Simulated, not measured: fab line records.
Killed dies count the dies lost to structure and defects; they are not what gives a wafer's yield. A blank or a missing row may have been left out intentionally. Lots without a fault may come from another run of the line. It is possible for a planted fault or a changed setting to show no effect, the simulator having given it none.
Chamber matching -- flow n5Finfet -- N5_GATE_CUT_STRIP_42 on rieDiel-04 has 4 sister chambers
The step strips in O2. 16 wafers are shown with their chamber, then 8 later ones without.

WAFERS WITH THEIR CHAMBER
wafer,chamber,showerheadPlenumPTorr (Torr),throttleValvePct (%),oesProductAu (a.u.)
L075.2,1,2.13,16.65,0.80
L075.3,2,2.01,16.87,0.77
L075.6,0,2.15,16.76,0.72
L081.3,1,2.13,16.67,0.80
L081.4,2,2.01,16.88,0.77
L081.5,1,2.13,16.67,0.80
L085.1,2,2.00,16.89,0.75
L085.3,1,2.13,16.66,0.79
L085.6,1,2.13,16.67,0.79
L086.2,2,2.00,16.89,0.74
L086.4,1,2.13,16.67,0.79
L086.6,0,2.15,16.81,0.71
L092.2,1,2.12,16.69,0.78
L092.3,3,2.13,16.60,0.68
L092.4,0,2.14,16.82,0.70
L093.1,3,2.13,16.58,0.68

SIGNATURES (means of the wafers above)
reading,chamber 0,chamber 1,chamber 2,chamber 3,scatter within a chamber
showerheadPlenumPTorr,2.1467,2.1286,2.0050,2.1300,0.00459
throttleValvePct,16.7967,16.6686,16.8825,16.5900,0.0169
oesProductAu,0.7100,0.7929,0.7575,0.6800,0.0101
Rule: for each reading, subtract the chamber's mean from the wafer's reading, divide by that reading's scatter and square the result; add these up over the readings and take the root, which gives the wafer's distance from the chamber. The wafer belongs to the nearest chamber; if the next one is less than 2 further off, it can't be placed. How the scatter is found: for the shown wafers, subtract from each reading the mean of its chamber, square and add these, divide the total by (wafers less chambers), then take the root.

WAFERS MISSING THEIR CHAMBER
wafer,showerheadPlenumPTorr (Torr),throttleValvePct (%),oesProductAu (a.u.)
L093.2,2.14,16.82,0.70
L093.3,2.00,16.91,0.75
L093.4,2.12,16.69,0.78
L093.5,2.00,16.91,0.75
L093.6,2.12,16.72,0.79
L095.4,2.00,16.93,0.73
L095.5,2.12,16.70,0.77
L095.6,2.14,16.84,0.70

THE CHAMBER EACH PASSED THROUGH
wafer,from the rows above,in truth
L093.2,0,0
L093.3,2,2
L093.4,1,1
L093.5,2,2
L093.6,1,1
L095.4,2,2
L095.5,1,1
L095.6,0,0
Correctly placed: 8 of 8. Number that these rows cannot place: 0. Placed wrongly: 0.
